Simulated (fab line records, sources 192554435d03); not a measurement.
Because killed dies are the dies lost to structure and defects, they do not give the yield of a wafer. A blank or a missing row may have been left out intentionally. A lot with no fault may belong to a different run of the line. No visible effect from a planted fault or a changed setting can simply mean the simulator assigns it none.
fab line records	flow n5-finfet
[record] lots = 9	wafers = 27	last-day = 18
route steps=1938 shown MOL_CONTACT_COAG@586 BEOL_M4@1111 TV_OPEN@1887 PASSIVATION@1906
lots that met no fault: taken from a fault-free run of the same line
start-h: the number of hours between the record's first day and the start of the first shown wafer of the lot	wait-h: hours since the lot's step before	" as in the row above	L1.1+2: a single row standing in for several wafers	- no value present, or no start provided	* or withheld: withheld	< > ~ a bound
route shown NAME@n: a module of which the file shows steps, and the number in the route of the first	usual: mean/standard deviation taken from wafers without a fault	same: alike in all rows	chamber/n: place in a boat	sites: each site's reading	_std_site: their standard deviation	_edge_site: the outer-site mean with the inner-site mean subtracted	radius-mm: how far each site lies from the wafer's centre	mask NAME#n: copy n	behind: the most recent tool/chamber to have shaped the wafer	hold: the reason the lot was held/the length of the hold in hours/how it ended	device: whichever transistor did not switch (one of n, p or np)	end of line: the route-end tests of the same wafers	step lacking rows: just its recipe	killed: at the first sort, the dies lost to defects and structure; wafer yield is something else	map: the dies of a wafer, with x for killed, . for not killed, _ for no die there
set.NAME: the setting that was run; set.NAME@STEP: the one run at that earlier step	model.NAME: the simulator's own value behind a step, which no gauge read
one table for each step of the route and one row for each wafer, over a sample of lots
services: a tool's chamber out of use, with start hour (start-h, from the record's first day; less than 0 if before it), hours out, and reason
[[steps]]
[step N5_MOL_CONTACT_COAG_VIA_ETCH_46]
[recipe] chemistry = C4F6/O2	target-depth-a = 460	overetch-a = 92	mask-material = SOC	target = SiO2	bias-w = 455	pressure-mtorr = 10	time-s = 40	source-w = 325	Ar_flow_sccm = 300	C4F6_flow_sccm = 10	O2_flow_sccm = 10	ion-energy-ev = 575.3	ends = end-point
[usual] drypump-motor-current-A = 5.7/0.55	oes-product-au = 0.68/0.069	rf-fwd-power-W = 322.9/1	rf-vpp-V = 1591/19	showerhead-plenum-p-Torr = 2.81/0.078	throttle-valve-pct = 40.9/0.35
lot.wafer	tool	chamber	start-h	wait-h	drypump-motor-current-A	oes-product-au	rf-fwd-power-W	rf-hours-counter-h	rf-vpp-V	showerhead-plenum-p-Torr	throttle-valve-pct
L101.2	rie-diel-01	3	103.55	0.0	5.2	0.63	322.3	219	1621	2.80	40.7
L101.4	"	0	"	"	4.9	0.76	324.0	79	1605	2.75	41.0
L101.6	"	3	"	"	5.2	0.64	320.1	-	1620	2.80	40.7
L102.1	rie-diel-05	1	112.73	0.0	5.8	0.63	323.5	223	1593	2.82	41.1
L102.4	"	2	"	"	5.5	0.61	324.6	227	1626	2.92	40.4
L102.6	"	0	"	"	6.1	0.81	324.6	-	1572	2.79	40.6
L107.2	rie-diel-05	0	135.68	0.0	6.1	0.80	321.7	33	1572	2.79	40.6
L107.3	"	2	"	"	5.5	0.61	322.9	235	1626	2.92	40.4
L107.6	"	0	"	"	6.1	0.81	321.5	-	1574	2.79	40.6
L108.3	rie-diel-05	1	141.42	0.0	5.7	0.64	321.9	234	1594	2.82	41.1
L108.5	"	1	"	"	5.7	0.64	323.6	-	1591	2.82	41.1
L108.6	"	0	"	"	6.1	0.79	323.5	-	1572	2.79	40.6
L109.4	rie-diel-05	2	146.77	0.0	5.5	0.60	323.9	239	1627	2.92	40.4
L109.5	"	3	"	"	6.1	0.63	322.4	-	1600	2.94	41.0
L109.6	"	2	"	"	5.5	0.59	323.0	-	1626	2.92	40.4
L111.3	rie-diel-06	0	162.98	0.0	5.6	0.68	324.4	160	1588	2.87	41.2
L111.4	"	3	"	"	5.5	0.63	324.6	214	1607	2.72	41.0
L111.5	"	3	"	"	5.4	0.62	324.4	-	1608	2.72	41.0
L114.1	rie-diel-05	3	179.81	0.0	6.1	0.64	321.9	200	1602	2.93	41.0
L114.3	"	0	"	"	6.1	0.77	321.4	40	1573	2.79	40.6
L114.6	"	0	"	"	6.1	0.77	322.8	-	1572	2.79	40.6
L123.1	rie-diel-05	2	232.70	0.0	5.5	0.85	321.8	5	1626	2.91	41.0
L123.2	"	3	"	"	6.1	0.63	322.2	221	1600	2.92	41.0
L123.5	"	0	"	"	6.1	0.78	324.7	-	1571	2.78	40.6
L124.2	rie-diel-05	2	238.84	0.0	5.5	0.85	323.3	7	1624	2.91	41.0
L124.3	"	0	"	"	6.1	0.75	322.3	63	1572	2.78	40.6
L124.5	"	3	"	"	6.1	0.63	321.9	-	1600	2.92	41.0
[step N5_BEOL_M4_RC_MEAS_101]
[usual] DIBL_N = 36.0/1.8	DIBL_P = 36.3/2.4	IOFF_N = 0.16/0.035	IOFF_P = 0.21/0.036	ION_N = 673/13	ION_P = 461/7.2	SS_N = 71.4/0.6	SS_P = 73.2/0.7	VT_N = 250/4	VT_P = -250.9/2.9
lot.wafer	tool	chamber	start-h	wait-h	DIBL_N[mV/V]	DIBL_P[mV/V]	IOFF_N[nA/um]	IOFF_P[nA/um]	ION_N[uA/um]	ION_P[uA/um]	SS_N[mV/dec]	SS_P[mV/dec]	VT_N[mV]	VT_P[mV]
L101.2	prober-01	0	159.93	0.2	40.9	41.0	0.27	0.32	695	472	72.0	74.4	240	-242.9
L101.4	"	0	"	"	39.8	39.5	0.23	0.29	695	474	72.1	74.1	245	-243.5
L101.6	"	0	"	"	36.5	35.0	0.16	0.23	669	465	71.2	72.4	252	-247.3
L102.1	prober-02	0	188.25	0.0	36.7	38.2	0.19	0.25	675	465	72.5	73.7	248	-248.4
L102.4	"	0	"	"	34.7	33.9	0.14	0.17	666	457	72.2	72.5	250	-252.9
L102.6	"	0	"	"	39.2	41.4	0.25	0.32	693	473	72.8	74.6	242	-245.7
L107.2	prober-01	0	215.20	0.2	35.3	37.0	0.15	0.20	675	464	71.0	73.5	249	-252.4
L107.3	"	0	"	"	35.7	36.7	0.15	0.20	666	459	71.3	73.3	253	-251.4
L107.6	"	0	"	"	32.9	34.1	0.11	0.16	668	465	71.0	72.7	255	-253.0
L109.4	prober-01	0	221.29	0.5	37.1	38.9	0.18	0.20	690	466	70.7	73.9	244	-253.0
L109.5	"	0	"	"	38.0	39.6	0.18	0.22	681	464	71.6	74.2	247	-252.3
L109.6	"	0	"	"	40.5	43.6	0.26	0.29	697	464	72.0	74.2	242	-248.7
L108.3	prober-02	0	223.76	0.3	36.7	37.7	0.18	0.24	675	466	71.9	74.2	250	-244.6
L108.5	"	0	"	"	36.1	36.2	0.16	0.20	673	461	71.7	74.1	252	-250.6
L108.6	"	0	"	"	37.2	37.3	0.17	0.22	670	464	72.3	74.1	252	-246.3
L111.3	prober-02	0	244.31	0.3	36.3	37.7	0.18	0.22	682	457	71.2	74.1	248	-251.5
L111.4	"	0	"	"	34.5	34.6	0.15	0.18	671	456	70.8	72.5	248	-252.5
L111.5	"	0	"	"	36.6	37.1	0.19	0.21	683	464	71.7	73.6	244	-253.3
L114.1	prober-01	0	250.12	0.0	35.5	34.8	0.15	0.20	685	470	71.1	72.8	250	-249.7
L114.3	"	0	"	"	33.3	33.1	0.12	0.18	669	456	70.8	72.4	252	-249.3
L114.6	"	0	"	"	35.3	34.6	0.15	0.19	677	462	70.9	72.5	251	-251.7
L124.2	prober-01	0	318.44	0.2	37.2	37.1	0.16	0.21	673	457	71.4	73.4	250	-252.4
L124.3	"	0	"	"	37.9	36.6	0.16	0.21	681	461	72.1	74.0	250	-252.9
L124.5	"	0	"	"	39.3	38.0	0.20	0.25	687	464	72.2	73.7	247	-246.7
L123.1	prober-02	0	319.72	0.0	37.5	39.3	0.18	0.24	691	475	71.0	73.8	246	-246.5
L123.2	"	0	"	"	37.7	39.7	0.18	0.25	680	471	72.0	74.1	247	-247.2
L123.5	"	0	"	"	36.6	38.0	0.16	0.23	685	474	71.1	73.4	246	-248.1
[step N5_PASSIVATION_PASS_ETCH_74]
[recipe] chemistry = CF4/O2	target = SiNx	target-depth-a = 2200	time-s = 110	ion-energy-ev = 100	pressure-mtorr = 40	source-w = 535	bias-w = 49	Ar_flow_sccm = 100	cf4-flow-sccm = 100	O2_flow_sccm = 10
[usual] drypump-motor-current-A = 5.7/0.39	oes-product-au = 0.79/0.096	rf-fwd-power-W = 532.5/1.9	rf-vpp-V = 241/4.3	showerhead-plenum-p-Torr = 2.22/0.076	throttle-valve-pct = 15.98/0.22
lot.wafer	tool	chamber	start-h	wait-h	drypump-motor-current-A	oes-product-au	rf-fwd-power-W	rf-hours-counter-h	rf-vpp-V	showerhead-plenum-p-Torr	throttle-valve-pct
L101.2	rie-diel-02	2	260.08	0.0	5.8	0.74	534.0	165	242	2.21	16.28
L101.4	"	0	"	"	5.7	0.92	531.6	-	242	2.24	15.65
L101.6	"	3	"	"	4.9	0.73	534.2	-	242	2.10	16.45
L102.1	rie-diel-02	2	286.09	0.0	5.9	0.74	530.1	172	244	2.20	16.30
L102.4	"	1	"	"	6.4	0.92	533.8	16	236	2.16	15.64
L102.6	"	2	"	"	5.8	0.74	529.7	-	241	2.20	16.29
L107.2	rie-diel-04	1	318.86	0.0	5.2	0.90	532.1	20	244	2.25	15.67
L107.3	"	3	"	"	6.3	0.79	532.4	92	237	2.32	16.05
L107.6	"	1	"	"	5.2	0.90	531.0	-	243	2.25	15.68
L109.4	rie-diel-04	1	323.55	0.0	5.2	0.90	532.6	22	245	2.25	15.69
L109.5	"	0	"	"	5.5	1.02	530.6	-	240	2.34	15.75
L109.6	"	3	"	"	6.3	0.79	530.7	-	238	2.32	16.05
L108.3	rie-diel-03	1	328.29	0.0	5.7	0.75	531.2	186	247	2.19	15.88
L108.5	"	1	"	"	5.7	0.74	531.2	-	247	2.19	15.88
L108.6	"	3	"	"	5.5	0.68	534.2	-	236	2.27	16.13
L111.3	rie-diel-03	1	343.95	0.0	5.7	0.74	535.6	191	247	2.19	15.91
L111.4	"	2	"	"	6.1	0.73	533.4	214	240	2.10	16.17
L111.5	"	2	"	"	6.0	0.73	531.4	-	242	2.10	16.18
L114.1	rie-diel-04	0	344.38	0.0	5.5	0.99	529.2	5	242	2.34	15.76
L114.3	"	3	"	"	6.3	0.79	531.0	99	236	2.32	16.06
L114.6	"	1	"	"	5.2	0.89	532.2	-	246	2.25	15.69
L124.2	rie-diel-04	1	430.61	0.0	5.2	0.85	529.4	49	244	2.24	15.73
L124.3	"	3	"	"	6.3	0.77	533.5	125	237	2.31	16.10
L124.5	"	2	"	"	5.8	0.68	531.4	-	234	2.18	16.16
L123.1	rie-diel-03	2	430.98	0.0	6.0	0.70	533.3	240	241	2.09	16.22
L123.2	"	1	"	"	5.7	0.72	532.6	217	247	2.18	15.94
L123.5	"	2	"	"	6.0	0.70	536.0	-	241	2.09	16.23
[step N5_PASSIVATION_OVL_MEAS_63]
[recipe] points-per-wafer = 44
[usual] PAD_OVL = -2/5.4
lot.wafer	tool	chamber	start-h	wait-h	PAD_OVL[nm]
L101.2	overlay-01	0	261.50	0.0	-5
L101.4	"	0	"	"	-4
L101.6	"	0	"	"	-12
L102.1	overlay-01	0	287.47	0.0	8
L102.4	"	0	"	"	3
L102.6	"	0	"	"	1
L107.2	overlay-02	0	320.35	0.0	-1
L107.3	"	0	"	"	-6
L107.6	"	0	"	"	-2
L109.4	overlay-01	0	324.84	0.0	-10
L109.5	"	0	"	"	-10
L109.6	"	0	"	"	-6
L108.3	overlay-01	0	329.83	0.0	-7
L108.5	"	0	"	"	2
L108.6	"	0	"	"	-4
L111.3	overlay-02	0	347.78	0.0	2
L111.4	"	0	"	"	2
L111.5	"	0	"	"	0
L114.1	overlay-01	0	348.04	0.0	5
L114.3	"	0	"	"	-1
L114.6	"	0	"	"	0
L124.2	overlay-01	0	432.13	0.0	-9
L124.3	"	0	"	"	-3
L124.5	"	0	"	"	-7
L123.1	overlay-01	0	432.84	0.0	2
L123.2	"	0	"	"	4
L123.5	"	0	"	"	-3
[step N5_PASSIVATION_INSPECT_64]
[recipe] mode = adi	inspect-instrument = macro
[usual] raw-defect-count = 2.1/1.5
lot.wafer	tool	chamber	start-h	wait-h	raw-defect-count
L101.2	defect-inspect-02	-	261.52	0.0	0
L101.4	"	-	"	"	0
L101.6	"	-	"	"	2
L102.1	defect-inspect-01	-	287.49	0.0	3
L102.4	"	-	"	"	1
L102.6	"	-	"	"	4
L107.2	defect-inspect-01	-	320.38	0.0	1
L107.3	"	-	"	"	3
L107.6	"	-	"	"	0
L109.4	defect-inspect-01	-	324.87	0.0	1
L109.5	"	-	"	"	4
L109.6	"	-	"	"	0
L108.3	defect-inspect-01	-	329.85	0.0	2
L108.5	"	-	"	"	3
L108.6	"	-	"	"	1
L111.3	defect-inspect-02	-	347.80	0.0	2
L111.4	"	-	"	"	1
L111.5	"	-	"	"	6
L114.1	defect-inspect-02	-	348.06	0.0	3
L114.3	"	-	"	"	2
L114.6	"	-	"	"	0
L124.2	defect-inspect-01	-	432.15	0.0	1
L124.3	"	-	"	"	1
L124.5	"	-	"	"	0
L123.1	defect-inspect-01	-	432.86	0.0	1
L123.2	"	-	"	"	4
L123.5	"	-	"	"	1
[step N5_PASSIVATION_PROBE_49]
[usual] defect-limited-yield = 91.2/1.4	killed_at_M0_to_M3 = 35/11	killed_at_M4_up = 14/5.6	killed-at-contacts = 12/5.6	killed-at-front-end = 38/11	killed-at-other = 4/3.4	killed-dies = 103/17	killed-on-rim = 13/3.5	killed-open = 68/12	killed-short = 33/8.8	sort_bin_4_leakage = 0.00/0.007	sort_bin_5_function = 5.1/0.89	sort_bin_6_memory = 3.3/0.71	sort-n-pass = 1077/17	sort-yield-pct = 91.2/1.4
[same] gross-dies = 1180	killed-at-back-side = 0	sort_bin_8_speed[%] = 0
lot.wafer	tool	chamber	start-h	wait-h	defect-limited-yield[%]	killed_at_M0_to_M3	killed_at_M4_up	killed-at-contacts	killed-at-front-end	killed-at-other	killed-dies	killed-on-rim	killed-open	killed-short	sort_bin_4_leakage[%]	sort_bin_5_function[%]	sort_bin_6_memory[%]	sort-n-pass	sort-yield-pct[%]
L109.4	prober-02	-	330.16	0.2	91.6	30	10	19	36	4	99	17	70	27	0	5.1	3.1	1081	91.6
L109.5	prober-02	-	330.21	0.2	82.1	38	12	138	18	5	211	72	44	35	0	15.3	2.1	969	82.1
L109.6	prober-02	-	330.26	0.3	61.4	33	16	361	36	10	456	10	68	33	0	36.0	2.6	724	61.4
L108.3	prober-02	-	334.77	0.1	92.5	28	17	9	29	5	88	10	57	28	0	3.7	3.6	1092	92.5
L108.5	prober-02	-	334.87	0.2	92.1	28	11	14	31	9	93	14	68	24	0	4.9	2.8	1087	92.1
L111.4	prober-01	-	352.76	0.2	93.1	30	9	10	32	1	82	14	57	25	0	3.8	3.1	1098	93.1
L111.5	prober-01	-	352.81	0.2	94.9	29	8	3	20	0	60	8	42	15	0	2.8	2.2	1120	94.9
L114.1	prober-02	-	353.12	0.0	90.2	25	9	24	43	15	116	15	66	46	0	5.9	3.5	1064	90.2
L114.3	prober-02	-	353.22	0.1	77.8	29	3	160	58	12	262	14	64	52	0	17.7	4.0	918	77.8
L114.6	prober-02	-	353.37	0.3	66.6	45	8	267	54	20	394	23	88	53	0	27.0	5.3	786	66.6
// killed by level:class
L109.4 MOL_CONTACT_COAG:geometric-particle:open=17 BEOL_M3:geometric-particle:open=12 DUMMY_GATE:geometric-particle:open=7 FIN_SAQP:geometric-particle:short=6 BEOL_M2:geometric-particle:open=5 FIN_SAQP:geometric-particle:open=4 GATE_CUT:geometric-particle:short=4 BEOL_M1:geometric-particle:open=4
L109.5 MOL_CONTACT_COAG:area-etch=130 BEOL_M0_SAQP:geometric-particle:short=10 BEOL_M0_SAQP:geometric-particle:open=9 BEOL_M4:geometric-particle:open=6 BEOL_M1:geometric-particle:open=5 FIN_SAQP:geometric-particle:short=4 BEOL_M4:geometric-particle:short=4 MOL_CONTACT_COAG:geometric-particle:open=4
L109.6 MOL_CONTACT_COAG:area-etch=355 FIN_SAQP:geometric-particle:short=12 FIN_SAQP:geometric-particle:open=11 BEOL_M0_SAQP:geometric-particle:open=11 BEOL_M3:geometric-particle:open=10 BEOL_M4:geometric-particle:open=9 MOL_CONTACT_COAG:geometric-particle:open=6 GATE_CUT:geometric-particle:short=4
L108.3 BEOL_M1:geometric-particle:open=11 MOL_CONTACT_COAG:geometric-particle:open=8 BEOL_M2:geometric-particle:open=8 BEOL_M4:geometric-particle:open=6 FIN_SAQP:geometric-particle:short=4 FIN_SAQP:geometric-particle:open=4 STARTING-WAFER:geometric-particle:short=4 DUMMY_GATE:geometric-particle:open=4
L108.5 MOL_CONTACT_COAG:geometric-particle:open=11 BEOL_M2:geometric-particle:open=7 FIN_SAQP:geometric-particle:open=6 BEOL_M1:geometric-particle:open=5 BEOL_M3:geometric-particle:open=5 BEOL_M4:geometric-particle:open=5 BEOL_M0_SAQP:geometric-particle:open=4 GATE_CUT:geometric-particle:open=3
L111.4 FIN_SAQP:geometric-particle:open=14 BEOL_M2:geometric-particle:open=13 FIN_SAQP:geometric-particle:short=7 MOL_CONTACT_COAG:geometric-particle:open=7 BEOL_M3:geometric-particle:open=6 BEOL_M0_SAQP:geometric-particle:open=4 MOL_CONTACT_COAG:geometric-particle:short=3 BEOL_M4:geometric-particle:open=3
L111.5 BEOL_M2:geometric-particle:open=8 FIN_SAQP:geometric-particle:open=6 BEOL_M0:geometric-particle:open=6 FIN_SAQP:geometric-particle:short=5 BEOL_M3:geometric-particle:open=4 BEOL_M5:geometric-particle:open=3 ILD0:geometric-particle:short=2 GATE_CUT:geometric-particle:short=2
L114.1 MOL_CONTACT_COAG:geometric-particle:open=19 STI_FIN_REVEAL:geometric-particle:open=9 GATE_CUT:geometric-particle:short=8 BEOL_M1:geometric-particle:open=5 BEOL_M1:geometric-particle:short=5 BEOL_M2:geometric-particle:open=5 MIM_TOP_ETCH:geometric-particle:short=5 DUMMY_GATE:geometric-particle:short=4
L114.3 MOL_CONTACT_COAG:area-etch=143 MOL_CONTACT_COAG:geometric-particle:open=14 FIN_SAQP:geometric-particle:short=11 GATE_CUT:geometric-particle:short=7 STI_FIN_REVEAL:geometric-particle:open=6 GATE_CUT:geometric-particle:open=5 BEOL_M0_SAQP:geometric-particle:short=5 BEOL_M1:geometric-particle:short=5
L114.6 MOL_CONTACT_COAG:area-etch=250 MOL_CONTACT_COAG:geometric-particle:open=12 STI_FIN_REVEAL:geometric-particle:open=10 MIM_TOP_ETCH:geometric-particle:open=10 BEOL_M1:geometric-particle:open=9 BEOL_M0_SAQP:geometric-particle:short=9 BEOL_M0_SAQP:geometric-particle:open=9 MIM_TOP_ETCH:geometric-particle:short=8
[[services]]
tool	chamber	start-h	hours	kind
rie-diel-06	0	82.08	7.0	repair
rie-diel-01	-	90.23	0.2	repair
rie-diel-04	3	116.29	12.9	repair
rie-diel-05	-	147.49	16.3	repair
rie-diel-01	1	164.18	2.6	repair
rie-diel-04	0	176.83	7.2	repair
rie-diel-05	2	197.50	-	clean
rie-diel-05	2	197.50	-	consumable-replace:focus-ring
rie-diel-04	0	204.06	8.8	repair
rie-diel-05	-	220.37	0.1	repair
rie-diel-05	-	242.12	2.8	pm
rie-diel-05	0	249.32	13.7	repair
rie-diel-02	1	257.11	6.0	repair
rie-diel-01	1	266.36	5.0	repair
rie-diel-04	0	284.54	18.3	repair
rie-diel-02	3	293.80	6.4	repair
rie-diel-03	0	318.87	4.7	repair
rie-diel-06	-	323.83	2.8	pm
rie-diel-03	0	325.59	3.4	repair
rie-diel-04	1	350.14	7.9	repair
rie-diel-06	1	353.19	3.7	repair
rie-diel-01	0	368.40	6.1	repair
rie-diel-04	0	378.54	9.7	repair
rie-diel-02	1	412.41	6.0	repair
[[key]]
[first-sign] step = N5_PASSIVATION_PROBE_49	reading = killed-at-contacts	direction = up	sigmas = 39	usual = 12	struck = 232
[effect] step = N5_PASSIVATION_PROBE_49	reading = sort_bin_5_function	direction = up	sigmas = 21	usual = 5.1	struck = 24.0
[more-kills-born-at] N5_MOL_CONTACT_COAG_VIA_ETCH_46@rie-diel-05 = 878
met-at N5_MOL_CONTACT_COAG_VIA_ETCH_46
struck-lots L109,L114
struck-wafers L109.5,L109.6,L114.3,L114.6
not-acting-at N5_PASSIVATION_PASS_ETCH_74,N5_PASSIVATION_OVL_MEAS_63,N5_PASSIVATION_INSPECT_64
onset-between 141.42 146.77
[fault] kind = process-parameter-drift	tool = rie-diel-05	chamber = -	onset-h = 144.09	steps = N5_MOL_CONTACT_COAG_VIA_ETCH_46	channel = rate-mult	offset = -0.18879	shape = step	end-h = 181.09	scope = struck-wafers-only
